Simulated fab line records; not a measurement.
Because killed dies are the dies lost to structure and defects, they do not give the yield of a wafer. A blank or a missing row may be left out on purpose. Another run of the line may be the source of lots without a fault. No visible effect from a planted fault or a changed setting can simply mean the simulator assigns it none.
Matching of chambers | flow n5Finfet | N5_BEOL_M4_PECVD_72 on pecvd-01 has 3 sister chambers
The step deposits SiO2 from TEOS/O2, target thk 16 nm, time 18 s. 3 wafers are shown with their chamber, then 11 later ones without.

== WAFERS WITH THEIR CHAMBER ==
wafer  | chamber | showerheadPlenumPTorr (Torr)
L083.2 | 0       | 8.93
L082.6 | 2       | 8.80
L087.4 | 1       | 8.90

== WAFERS WITHOUT THEIR CHAMBER ==
wafer  | showerheadPlenumPTorr (Torr)
L087.5 | 8.79
L087.6 | 8.93
L088.1 | 8.94
L088.2 | 8.92
L088.6 | 8.90
L093.1 | 8.94
L093.3 | 8.79
L093.5 | 8.80
L092.1 | 8.92
L092.3 | 8.93
L092.6 | 8.94

== WHICH CHAMBER EACH WENT THROUGH ==
wafer  | from the rows above     | in truth
L087.5 | 2                       | 2
L087.6 | 0                       | 0
L088.1 | 0                       | 0
L088.2 | can't be placed: 0 or 1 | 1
L088.6 | 1                       | 1
L093.1 | 0                       | 0
L093.3 | 2                       | 2
L093.5 | 2                       | 2
L092.1 | can't be placed: 0 or 1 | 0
L092.3 | 0                       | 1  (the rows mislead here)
L092.6 | 0                       | 0
Placed correctly: 8 of 11. From these rows, 2 cannot be placed; in 2 the true chamber is one of the candidates. Wrongly placed: 1.
How it was worked out, from the rows above alone: a wafer's distance from a chamber is the root of the sum, over the readings, of the square of ((its reading less the chamber's mean) divided by the reading's scatter). The wafer belongs to the nearest chamber; if the next one is less than 2 further off, it can't be placed. The mean given for a chamber averages the wafers shown for that chamber. The scatter: with one shown wafer a chamber, the root of the mean of the squares of how far each hidden wafer lies from its nearest shown one.
